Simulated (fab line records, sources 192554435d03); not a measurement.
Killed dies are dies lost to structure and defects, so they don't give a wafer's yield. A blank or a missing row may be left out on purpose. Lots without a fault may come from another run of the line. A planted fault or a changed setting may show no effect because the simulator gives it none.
Chamber matching | flow n5_finfet | N5_BEOL_M9_CMP_52 on cmp-04: 4 sister chambers
The step polishes, stops on SiCOH lowk, t overpolish 7 s, target thk 140 nm. 8 wafers are shown with their chamber, then 9 later ones without.

WAFERS WITH THEIR CHAMBER
wafer  | chamber | motor_current_A (A) | time_to_endpoint_s (s)
L083.3 | 2       | 6.1                 | 69
L086.5 | 2       | 5.9                 | 71
L087.2 | 1       | 6.9                 | 60
L087.3 | 0       | 5.9                 | 64
L087.5 | 3       | 6.4                 | 61
L089.1 | 0       | 6.1                 | 62
L089.2 | 1       | 6.6                 | 62
L089.3 | 3       | 6.1                 | 64

WAFERS WITHOUT THEIR CHAMBER
wafer  | motor_current_A (A) | time_to_endpoint_s (s)
L090.1 | 6.2                 | 64
L090.2 | 7.0                 | 60
L090.3 | 6.8                 | 64
L093.1 | 6.8                 | 62
L093.2 | 5.7                 | 65
L093.5 | 6.1                 | 66
L096.2 | 5.7                 | 65
L096.3 | 6.6                 | 64
L096.6 | 6.2                 | 63

WHICH CHAMBER EACH WENT THROUGH
wafer  | from the rows above          | in truth
L090.1 | can't be placed: 3 or 0      | 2
L090.2 | 1                            | 1
L090.3 | can't be placed: 1 or 3      | 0
L093.1 | 1                            | 1
L093.2 | can't be placed: 0 or 3 or 2 | 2
L093.5 | can't be placed: 0 or 3 or 2 | 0
L096.2 | can't be placed: 0 or 3 or 2 | 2
L096.3 | can't be placed: 1 or 3 or 0 | 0
L096.6 | can't be placed: 3 or 0      | 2
Placed correctly: 2 of 9. Can't be placed from these rows: 7 (the true chamber is among the candidates in 4). Placed wrongly: 0.
How it was worked out, from the rows above alone: a wafer's distance from a chamber is the root of the sum, over the readings, of the square of ((its reading less the chamber's mean) divided by the reading's scatter). The wafer belongs to the nearest chamber; if the next one is less than 2 further off, it can't be placed. A chamber's mean is the mean of its shown wafers. The scatter: the root of (the sum of the squares of (reading less its chamber's mean) over the shown wafers, divided by (wafers less chambers)).
